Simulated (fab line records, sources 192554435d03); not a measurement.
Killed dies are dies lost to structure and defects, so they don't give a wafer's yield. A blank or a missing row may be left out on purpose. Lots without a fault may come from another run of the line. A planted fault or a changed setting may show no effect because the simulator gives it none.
fab line records | flow n5_finfet
record lots=7 wafers=18 last_day=18
route steps=1938 shown SD_EPI_P@298 BEOL_M4@1111
lots that met no fault: from a run of the same line without faults
start_h: hours from the record's first day to the start of the lot's first wafer shown | wait_h: hours since the lot's step before | " the same as in the row above | L1.1+2: a row that stands for several wafers | - no value, or no start given | * or withheld: withheld | < > ~ a bound
route shown NAME@n: a module of which the file shows steps, and the number in the route of the first | usual: mean/standard deviation of fault-free wafers | same: alike in all rows | chamber/n: place in a boat | sites: the reading at each site | _std_site: their standard deviation | _edge_site: outer sites' mean less inner sites' | radius_mm: how far each site lies from the wafer's centre | mask NAME#n: copy n | behind: the tool/chamber that last shaped the wafer | hold: why the lot was held/for how many hours/how that ended | device: the transistor (n, p or np) that didn't switch | end of line: the same wafers' tests at the end of the route | a step without rows: its recipe alone | killed: dies lost to structure and defects at the first sort, not the wafer's yield | map: a wafer's dies, x killed, . not, _ none there
set.NAME: the setting as run; set.NAME@STEP: as run at that earlier step | model.NAME: the simulator's own value behind a step, which no gauge read
lots at some steps of the route; a table a step, a row a wafer
services: from which hour (start_h, from the record's first day; less than 0 if before it) a tool's chamber was out of use, for how many hours, and why
## steps
# step N5_SD_EPI_P_EBR_05
# recipe solvent=PGMEA ebr_width_mm=1.5
# step N5_SD_EPI_P_SOFTBAKE_04
# recipe temp_c=110 time_s=60 resist=CAR-ArF-block
# step N5_SD_EPI_P_EXPOSE_06
# recipe mask_id=SD_P_BLK na=1.35 source_shape=conventional sigma_outer=0.8 polarization=unpolarized target_cd_nm=240 dose_mj=39.5
# step N5_SD_EPI_P_PEB_07
# recipe peb_temp_c=110 peb_time_s=60 resist=CAR-ArF-block
# step N5_SD_EPI_P_DEVELOP_08
# recipe develop_time_s=30 developer=TMAH resist=CAR-ArF-block dev_temp_c=23 rinse_liquid=diw dry=air_spin
# step N5_SD_EPI_P_CD_MEAS_09
# recipe target_cd_nm=240 landing_energy_ev=500 detector=se_inlens
# usual cd_nm=240.1/0.8
# columns lot.wafer tool chamber start_h wait_h cd_nm
L694.2 cd_sem-02 0 67.51 - 238.7
L694.3 " 0 " " 240.0
L694.5 " 0 " " 239.8
L696.2 cd_sem-03 0 80.33 - 241.0
L696.4 " 0 " " 240.4
L696.6 " 0 " " 242.1
L699.4 cd_sem-02 0 100.88 - 239.3
L699.6 " 0 " " 240.0
L702.3 cd_sem-01 0 114.52 - 239.5
L702.6 " 0 " " 239.8
L703.3 cd_sem-01 0 118.82 - 241.2
L703.6 " 0 " " 240.6
L713.2 cd_sem-02 0 180.41 - 240.4
L713.5 " 0 " " 239.3
L713.6 " 0 " " 240.0
L715.3 cd_sem-02 0 191.34 - 240.3
L715.4 " 0 " " 241.0
L715.5 " 0 " " 240.6
# step N5_SD_EPI_P_OVL_MEAS_10
# recipe points_per_wafer=44
# usual SD_P_BLK_OVL=-0.6/0.78
# columns lot.wafer tool chamber start_h wait_h SD_P_BLK_OVL[nm]
L694.2 overlay-02 0 67.54 0.0 -1.9
L694.3 " 0 " " -0.5
L694.5 " 0 " " -0.7
L696.2 overlay-01 0 80.36 0.0 -0.5
L696.4 " 0 " " -1.3
L696.6 " 0 " " -1.7
L699.4 overlay-01 0 100.91 0.0 -0.7
L699.6 " 0 " " -0.3
L702.3 overlay-02 0 114.55 0.0 -0.7
L702.6 " 0 " " 0.1
L703.3 overlay-01 0 118.85 0.0 -1.3
L703.6 " 0 " " -0.7
L713.2 overlay-02 0 180.44 0.0 -0.5
L713.5 " 0 " " 0.8
L713.6 " 0 " " -0.8
L715.3 overlay-02 0 191.37 0.0 -2.1
L715.4 " 0 " " -1.3
L715.5 " 0 " " -0.8
# step N5_SD_EPI_P_INSPECT_11
# recipe mode=adi inspect_instrument=macro
# usual raw_defect_count=2.1/1.4
# columns lot.wafer tool chamber start_h wait_h raw_defect_count
L694.2 defect_inspect-02 - 67.56 0.0 1
L694.3 " - " " 3
L694.5 " - " " 4
L696.2 defect_inspect-02 - 80.39 0.0 1
L696.4 " - " " 0
L696.6 " - " " 1
L699.4 defect_inspect-02 - 100.93 0.0 1
L699.6 " - " " 0
L702.3 defect_inspect-02 - 114.57 0.0 3
L702.6 " - " " 3
L703.3 defect_inspect-01 - 118.88 0.0 4
L703.6 " - " " 3
L713.2 defect_inspect-02 - 180.46 0.0 1
L713.5 " - " " 2
L713.6 " - " " 2
L715.3 defect_inspect-02 - 191.39 0.0 2
L715.4 " - " " 2
L715.5 " - " " 3
# step N5_SD_EPI_P_DESCUM_14
# recipe chemistry=O2 time_s=7.9 source_power_w=50 bias_power_w=20 pressure_mtorr=20 rf_frequency_hz=2.712e+07 temp_c=40 resist=CAR-ArF-block o2_flow_sccm=225
# usual drypump_motor_current_A=5.9/0.5 oes_product_au=0.80/0.09 rf_vpp_V=243.0/1.3 showerhead_plenum_p_Torr=2.08/0.067 temp_c=39.99/0.12 throttle_valve_pct=20.37/0.14
# columns lot.wafer tool chamber start_h wait_h drypump_motor_current_A oes_product_au rf_hours_counter_h rf_vpp_V showerhead_plenum_p_Torr temp_c throttle_valve_pct
L694.2 rie_diel-05 0 67.59 0.0 5.4 0.74 177 242.8 2.16 40.07 20.28
L694.3 " 1 " " 5.6 0.80 105 242.3 2.03 40.09 20.28
L694.5 " 3 " " 6.4 0.84 - 241.4 2.03 39.97 20.26
L696.2 rie_diel-02 1 80.42 0.0 6.2 0.71 227 243.5 2.05 40.01 20.58
L696.4 " 3 " " 6.5 0.80 120 244.4 2.10 39.95 20.42
L696.6 " 0 " " 5.1 0.70 - 241.2 1.97 40.06 20.46
L699.4 rie_diel-05 2 100.96 0.0 6.5 0.98 9 241.8 2.07 39.94 20.39
L699.6 " 3 " " 6.3 0.82 - 242.2 2.03 39.96 20.28
L702.3 rie_diel-05 3 114.67 0.1 6.3 0.81 75 241.3 2.03 39.92 20.29
L702.6 " 0 " " 5.5 0.72 - 245.1 2.16 40.11 20.29
L703.3 rie_diel-05 2 118.91 0.0 6.5 0.95 15 241.9 2.07 39.98 20.41
L703.6 " 1 " " 5.6 0.79 - 242.9 2.03 40.03 20.29
L713.2 rie_diel-05 3 180.49 0.0 6.3 0.79 97 241.7 2.02 40.15 20.32
L713.5 " 0 " " 5.5 0.71 - 244.9 2.15 39.83 20.32
L713.6 " 3 " " 6.3 0.79 - 242.8 2.02 40.11 20.33
L715.3 rie_diel-02 3 191.42 0.0 6.4 0.78 157 243.2 2.08 39.98 20.47
L715.4 " 3 " " 6.5 0.78 - 243.9 2.08 40.04 20.48
L715.5 " 2 " " 6.7 0.84 - 244.2 2.11 40.04 20.66
# step N5_SD_EPI_P_ETCH_36
# recipe chemistry=CF4 target=SiARC target_depth_a=455 mask_material=CAR-ArF-block time_s=75.8 ion_energy_ev=80 pressure_mtorr=40 source_w=545 bias_w=36 Ar_flow_sccm=100 cf4_flow_sccm=100 ends=cleared
# usual bias_w=35.99/0.11 drypump_motor_current_A=5.9/0.5 etch_rf_on_time_s=76.2/1.6 oes_product_au=0.68/0.075 rf_vpp_V=183.8/1.1 showerhead_plenum_p_Torr=2.13/0.066 throttle_valve_pct=15.56/0.19
# columns lot.wafer tool chamber start_h wait_h bias_w drypump_motor_current_A etch_rf_on_time_s oes_product_au rf_hours_counter_h rf_vpp_V showerhead_plenum_p_Torr throttle_valve_pct
L694.2 rie_diel-05 0 67.63 0.0 35.77 5.5 74.5 0.62 177 185.6 2.21 15.50
L694.3 " 1 " " 35.96 5.6 74.9 0.69 105 184.5 2.08 15.46
L694.5 " 3 " " 35.98 6.3 76.2 0.72 - 182.9 2.08 15.40
L696.2 rie_diel-02 1 80.46 0.0 35.93 6.2 78.0 0.60 227 183.7 2.12 15.91
L696.4 " 3 " " 35.85 6.5 78.5 0.67 120 183.6 2.15 15.63
L696.6 " 0 " " 36.04 5.1 73.0 0.61 - 180.5 2.03 15.70
L699.4 rie_diel-05 2 101.00 0.0 36.06 6.4 76.0 0.82 9 183.6 2.12 15.50
L699.6 " 3 " " 35.70 6.3 77.4 0.71 - 184.4 2.08 15.41
L702.3 rie_diel-05 3 114.71 0.0 35.78 6.3 77.8 0.70 75 181.5 2.07 15.44
L702.6 " 0 " " 36.12 5.5 75.1 0.62 - 185.9 2.21 15.55
L703.3 rie_diel-05 2 118.95 0.0 35.94 6.5 77.1 0.80 15 181.3 2.12 15.54
L703.6 " 1 " " 35.93 5.6 75.1 0.68 - 182.9 2.08 15.47
L713.2 rie_diel-05 3 180.53 0.0 35.92 6.3 78.8 0.67 97 183.5 2.07 15.47
L713.5 " 0 " " 35.96 5.5 74.5 0.61 - 184.5 2.20 15.59
L713.6 " 3 " " 36.20 6.3 79.0 0.67 - 182.8 2.07 15.47
L715.3 rie_diel-02 3 191.46 0.0 35.87 6.4 77.0 0.65 157 184.0 2.13 15.70
L715.4 " 3 " " 35.98 6.5 77.5 0.65 - 184.1 2.13 15.71
L715.5 " 2 " " 36.07 6.7 78.0 0.70 - 184.4 2.17 15.87
# step N5_SD_EPI_P_ETCH_37
# recipe chemistry=N2/H2 target=SOC overetch_a=1080 mask_material=SiARC temp_c=40 ion_energy_ev=100 source_w=3000 bias_w=133 pressure_mtorr=20 time_s=486 n2_flow_sccm=200 h2_flow_sccm=200 ends=end_point
# usual bias_w=133.0/0.41 drypump_motor_current_A=5.9/0.5 oes_product_au=0.72/0.079 rf_vpp_V=240.4/1.4 showerhead_plenum_p_Torr=2.52/0.082 temp_c=40.01/0.11 throttle_valve_pct=23.83/0.28
# columns lot.wafer tool chamber start_h wait_h bias_w drypump_motor_current_A oes_product_au rf_hours_counter_h rf_vpp_V showerhead_plenum_p_Torr temp_c throttle_valve_pct
L694.2 rie_diel-05 0 67.68 0.0 132.9 5.4 0.64 177 241.9 2.64 40.11 24.06
L694.3 " 1 " " 133.2 5.6 0.72 105 240.7 2.45 39.97 23.62
L694.5 " 3 " " 133.3 6.3 0.76 - 240.5 2.47 39.92 23.84
L696.2 rie_diel-02 1 80.51 0.0 132.7 6.2 0.63 227 239.3 2.51 40.01 24.42
L696.4 " 3 " " 133.5 6.5 0.72 121 240.8 2.55 39.87 23.70
L696.6 " 0 " " 133.9 5.1 0.63 - 239.8 2.39 40.12 23.89
L699.4 rie_diel-05 2 101.05 0.0 133.2 6.5 0.86 9 238.5 2.50 39.98 23.54
L699.6 " 3 " " 132.5 6.4 0.75 - 240.7 2.46 40.01 23.87
L702.3 rie_diel-05 3 114.77 0.0 132.8 6.3 0.73 75 239.8 2.46 40.09 23.86
L702.6 " 0 " " 133.1 5.4 0.64 - 242.6 2.63 39.92 24.07
L703.3 rie_diel-05 2 119.00 0.0 133.7 6.4 0.85 15 240.5 2.49 40.10 23.55
L703.6 " 1 " " 133.1 5.6 0.71 - 240.2 2.45 40.09 23.64
L713.2 rie_diel-05 3 180.59 0.0 133.2 6.4 0.72 97 239.2 2.45 40.00 23.88
L713.5 " 0 " " 133.6 5.4 0.63 - 240.7 2.62 40.18 24.09
L713.6 " 3 " " 133.2 6.3 0.72 - 239.3 2.45 40.07 23.89
L715.3 rie_diel-02 3 191.51 0.0 132.7 6.5 0.69 157 240.9 2.54 40.06 23.76
L715.4 " 3 " " 133.4 6.5 0.69 - 240.8 2.54 40.08 23.76
L715.5 " 2 " " 133.9 6.7 0.74 - 242.0 2.57 39.65 24.09
# step N5_SD_EPI_P_STRIP_38
# recipe chemistry=N2/H2 temp_c=40 n2_flow_sccm=200 h2_flow_sccm=200 rf_frequency_hz=6e+07
# step N5_SD_EPI_P_ETCHBACK_46
# recipe chemistry=CH3F/O2 mode=anisotropic_etchback target=SiNx target_depth_a=175 stop_on=SiO2 over_etch_frac=0.3 ion_energy_ev=120 pressure_mtorr=30 source_w=395 bias_w=73 Ar_flow_sccm=150 CH3F_flow_sccm=30 O2_flow_sccm=20
# usual bias_w=73.00/0.21 drypump_motor_current_A=5.9/0.5 oes_ar_750_au=0.80/0.086 oes_product_au=0.68/0.075 rf_vpp_V=295/5.5 showerhead_plenum_p_Torr=1.99/0.066 throttle_valve_pct=16.28/0.19
# columns lot.wafer tool chamber start_h wait_h bias_w drypump_motor_current_A oes_ar_750_au oes_product_au rf_hours_counter_h rf_vpp_V showerhead_plenum_p_Torr throttle_valve_pct model.SiARC_of_SD_EPI_P_COAT_35.thk_nm
L694.2 rie_diel-05 0 68.01 0.0 72.56 5.5 0.74 0.62 178 296 2.07 16.22 15
L694.3 " 1 " " 72.81 5.6 0.80 0.68 105 291 1.94 16.16 14.8
L694.5 " 3 " " 73.34 6.4 0.85 0.73 - 299 1.93 16.12 15.4
L696.2 rie_diel-02 1 80.84 0.0 73.03 6.2 0.70 0.60 227 300 1.99 16.66 15.6
L696.4 " 3 " " 73.28 6.5 0.80 0.68 121 297 2.01 16.39 16
L696.6 " 0 " " 73.25 5.0 0.72 0.61 - 293 1.88 16.35 14.4
L699.4 rie_diel-05 2 101.38 0.0 73.11 6.5 0.97 0.82 9 289 1.97 16.21 16.4
L699.6 " 3 " " 72.69 6.3 0.82 0.71 - 300 1.93 16.14 16.6
L702.3 rie_diel-05 3 115.09 0.0 72.80 6.3 0.83 0.71 75 297 1.93 16.15 15.4
L702.6 " 0 " " 73.17 5.4 0.73 0.61 - 296 2.06 16.27 16.2
L703.3 rie_diel-05 2 119.33 0.0 72.80 6.5 0.94 0.81 15 290 1.97 16.21 15.4
L703.6 " 1 " " 73.13 5.6 0.79 0.68 - 288 1.93 16.21 16
L713.2 rie_diel-05 3 180.91 0.0 73.06 6.4 0.80 0.69 97 299 1.92 16.18 15.6
L713.5 " 0 " " 73.35 5.5 0.71 0.61 - 294 2.06 16.30 14.8
L713.6 " 3 " " 73.27 6.4 0.80 0.69 - 298 1.92 16.19 15.8
L715.3 rie_diel-02 3 191.84 0.0 72.95 6.5 0.76 0.65 157 294 2.00 16.46 15.8
L715.4 " 3 " " 72.91 6.5 0.75 0.65 - 295 2.00 16.47 15.6
L715.5 " 2 " " 73.00 6.7 0.81 0.71 - 293 2.02 16.60 16
# step N5_SD_EPI_P_ETCH_47
# recipe chemistry=CH3F/O2 target=SiOCN target_depth_a=250 mask_material=SOC ion_energy_ev=60 bias_w=29 pressure_mtorr=30 source_w=410 Ar_flow_sccm=150 CH3F_flow_sccm=30 O2_flow_sccm=20
# usual bias_w=28.99/0.083 drypump_motor_current_A=5.9/0.5 oes_ar_750_au=0.80/0.087 oes_product_au=0.79/0.086 rf_vpp_V=126.3/2.4 showerhead_plenum_p_Torr=1.99/0.066 throttle_valve_pct=16.26/0.19
# columns lot.wafer tool chamber start_h wait_h bias_w drypump_motor_current_A oes_ar_750_au oes_product_au rf_hours_counter_h rf_vpp_V showerhead_plenum_p_Torr throttle_valve_pct
L694.2 rie_diel-05 0 68.11 0.1 28.88 5.4 0.74 0.73 178 125.3 2.07 16.21
L694.3 " 1 " " 29.00 5.6 0.81 0.80 105 124.2 1.94 16.14
L694.5 " 3 " " 28.90 6.3 0.84 0.83 - 127.0 1.93 16.08
L696.2 rie_diel-02 1 80.94 0.1 29.05 6.2 0.69 0.70 227 127.4 1.99 16.63
L696.4 " 3 " " 29.16 6.5 0.78 0.79 121 127.0 2.01 16.36
L696.6 " 0 " " 29.04 5.0 0.72 0.71 - 126.0 1.88 16.33
L699.4 rie_diel-05 2 101.48 0.1 29.03 6.5 0.96 0.69 9 123.2 1.97 16.18
L699.6 " 3 " " 28.93 6.3 0.83 0.51 - 128.1 1.93 16.11
L702.3 rie_diel-05 3 115.19 0.1 28.90 6.3 0.83 0.82 75 128.9 1.93 16.14
L702.6 " 0 " " 28.97 5.4 0.72 0.57 - 126.1 2.06 16.23
L703.3 rie_diel-05 2 119.43 0.1 29.07 6.5 0.95 0.94 15 123.1 1.97 16.20
L703.6 " 1 " " 29.00 5.6 0.79 0.67 - 125.0 1.93 16.18
L713.2 rie_diel-05 3 181.01 0.1 29.01 6.3 0.81 0.79 97 127.5 1.92 16.17
L713.5 " 0 " " 29.08 5.4 0.71 0.71 - 126.6 2.06 16.26
L713.6 " 3 " " 28.94 6.4 0.80 0.80 - 129.1 1.92 16.16
L715.3 rie_diel-02 3 191.94 0.1 28.98 6.5 0.76 0.76 157 128.5 2.00 16.43
L715.4 " 3 " " 28.90 6.4 0.76 0.77 - 125.9 2.00 16.44
L715.5 " 2 " " 29.03 6.7 0.82 0.81 - 126.1 2.02 16.57
# step N5_SD_EPI_P_ETCH_16
# recipe chemistry=CHF3/O2 target=SiO2 target_depth_a=50 mask_material=SOC pressure_mtorr=30 source_w=650 bias_w=170 Ar_flow_sccm=200 CHF3_flow_sccm=50 O2_flow_sccm=5 ion_energy_ev=200
# usual bias_w=170.0/0.53 drypump_motor_current_A=5.9/0.5 oes_ar_750_au=0.80/0.087 oes_product_au=0.79/0.087 rf_vpp_V=519/9.7 showerhead_plenum_p_Torr=2.39/0.077 throttle_valve_pct=18.83/0.19
# columns lot.wafer tool chamber start_h wait_h bias_w drypump_motor_current_A oes_ar_750_au oes_product_au rf_hours_counter_h rf_vpp_V showerhead_plenum_p_Torr throttle_valve_pct model.SiARC_of_SD_EPI_P_COAT_35.thk_nm
L694.2 rie_diel-05 0 68.21 0.1 170.9 5.5 0.74 0.72 178 520 2.49 18.75 11.4
L694.3 " 1 " " 170.1 5.6 0.81 0.80 105 508 2.34 18.71 11.4
L694.5 " 3 " " 168.7 6.4 0.84 0.84 - 526 2.33 18.66 12
L696.2 rie_diel-02 1 81.04 0.1 170.0 6.2 0.69 0.70 227 526 2.40 19.24 12
L696.4 " 3 " " 170.7 6.5 0.79 0.78 121 519 2.42 18.93 12.4
L696.6 " 0 " " 170.1 5.1 0.72 0.71 - 517 2.27 18.89 10.8
L699.4 rie_diel-05 2 101.58 0.1 170.4 6.5 0.96 0.97 9 509 2.38 18.82 12.8
L699.6 " 3 " " 170.3 6.4 0.84 0.83 - 527 2.33 18.66 13
L702.3 rie_diel-05 3 115.29 0.1 170.4 6.4 0.82 0.82 75 527 2.33 18.68 12
L702.6 " 0 " " 169.6 5.4 0.73 0.71 - 520 2.48 18.78 12.6
L703.3 rie_diel-05 2 119.53 0.1 170.5 6.5 0.94 0.94 15 509 2.38 18.82 11.8
L703.6 " 1 " " 169.3 5.6 0.79 0.79 - 507 2.33 18.71 12.4
L713.2 rie_diel-05 3 181.11 0.1 170.2 6.4 0.81 0.80 97 526 2.32 18.71 12.2
L713.5 " 0 " " 170.2 5.5 0.72 0.71 - 520 2.48 18.80 11.2
L713.6 " 3 " " 169.7 6.4 0.80 0.80 - 527 2.32 18.71 12.4
L715.3 rie_diel-02 3 192.04 0.1 168.9 6.4 0.76 0.76 157 520 2.41 19.00 12.2
L715.4 " 3 " " 169.6 6.5 0.76 0.77 - 519 2.41 19.00 12
L715.5 " 2 " " 170.0 6.7 0.83 0.81 - 516 2.44 19.18 12.4
# step N5_SD_EPI_P_STRIP_50
# recipe chemistry=CHF3/O2 resist=SiARC rf_frequency_hz=6e+07
# step N5_BEOL_M4_RC_MEAS_101
# usual DIBL_N=36.0/1.7 DIBL_P=36.0/2 IOFF_N=0.156/0.028 IOFF_P=0.21/0.04 ION_N=673/12 ION_P=463/8.3 SS_N=71.4/0.6 SS_P=73.3/0.66 VT_N=250/3 VT_P=-250/3.8
# columns lot.wafer tool chamber start_h wait_h DIBL_N[mV/V] DIBL_P[mV/V] IOFF_N[nA/um] IOFF_P[nA/um] ION_N[uA/um] ION_P[uA/um] SS_N[mV/dec] SS_P[mV/dec] VT_N[mV] VT_P[mV]
L694.2 prober-02 0 169.46 0.2 32.8 32.6 0.114 0.14 664 451 71.0 71.6 255 -259
L694.3 " 0 " " 34.9 35.6 0.151 0.18 692 466 71.0 73.7 250 -253
L694.5 " 0 " " 33.6 35.5 0.134 0.17 675 458 70.9 73.3 252 -254
L696.2 prober-01 0 181.66 0.2 36.5 37.9 0.164 0.24 667 462 71.3 73.4 252 -248
L696.4 " 0 " " 35.1 36.4 0.134 0.22 671 469 71.3 72.9 253 -248
L696.6 " 0 " " 35.4 37.0 0.144 0.23 671 469 71.8 73.0 250 -248
L699.4 prober-01 0 209.95 0.6 36.7 35.1 0.151 0.19 672 457 71.5 73.0 252 -250
L702.3 prober-02 0 227.16 0.3 32.3 32.4 0.112 0.19 658 462 70.2 72.7 254 -249
L702.6 " 0 " " 32.9 31.8 0.119 0.17 663 453 71.0 72.0 255 -247
L703.3 prober-01 0 236.44 0.3 38.2 37.6 0.206 0.27 690 476 73.0 74.1 246 -246
L703.6 " 0 " " 36.8 35.9 0.187 0.24 696 481 71.3 73.7 244 -247
L713.2 prober-02 0 296.77 0.2 36.9 37.8 0.172 0.25 665 457 71.5 73.4 248 -247
L713.5 " 0 " " 34.1 34.9 0.133 0.20 667 469 70.3 73.2 250 -247
L713.6 " 0 " " 35.9 36.5 0.173 0.23 667 461 71.0 73.6 246 -245
L715.3 prober-02 0 312.89 0.3 37.0 38.0 0.186 0.23 682 463 71.3 73.9 247 -249
L715.4 " 0 " " 38.8 40.0 0.218 0.26 711 480 72.0 74.3 244 -247
L715.5 " 0 " " 36.3 37.7 0.167 0.21 698 474 71.3 73.4 250 -252
## services
# columns tool chamber start_h hours kind
rie_diel-05 2 46.82 - clean
rie_diel-05 2 46.82 - consumable_replace:focus_ring
rie_diel-05 2 46.82 21.5 scheduled_down
rie_diel-05 2 46.82 21.5 vent_cycle
rie_diel-05 1 55.66 1.7 repair
rie_diel-05 - 77.98 2.8 pm
rie_diel-02 2 84.27 3.8 repair
rie_diel-05 0 149.93 9.9 repair
rie_diel-02 1 158.69 - clean
rie_diel-02 1 158.69 - consumable_replace:focus_ring
rie_diel-02 1 158.69 32.3 scheduled_down
rie_diel-02 1 158.69 32.3 vent_cycle
rie_diel-02 0 191.04 - clean
rie_diel-02 0 191.04 - consumable_replace:focus_ring
rie_diel-02 0 191.04 - consumable_replace:showerhead
rie_diel-02 0 191.04 13.5 scheduled_down
rie_diel-02 0 191.04 13.5 vent_cycle
## key
first_sign none at tools or gauges
model_effect step=N5_SD_EPI_P_ETCHBACK_46 value=SiARC_of_SD_EPI_P_COAT_35.thk_nm without=15.3 struck=16.3
model_effect step=N5_SD_EPI_P_ETCH_16 value=SiARC_of_SD_EPI_P_COAT_35.thk_nm without=11.7 struck=12.7
met_at N5_SD_EPI_P_ETCHBACK_46
struck_wafers L699.4,L699.6,L702.6,L703.6
later_rows_left_out L699.6
sort_left_out L699.4,L699.6,L702.6,L703.6
onset_between 68.01 101.38
fault kind=process_parameter_drift tool=rie_diel-05 chamber=- onset_h=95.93 steps=N5_SD_EPI_P_ETCHBACK_46 channel=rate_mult offset=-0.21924 shape=step end_h=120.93 scope=struck_wafers_only
# sort_left_out: the simulated sort isn't trusted on such a fault, so these wafers' sort isn't shown, and their yield isn't known
# later_rows_left_out: the simulator's readings of these wafers behind a module that went badly wrong aren't trusted and aren't shown, but for the sort
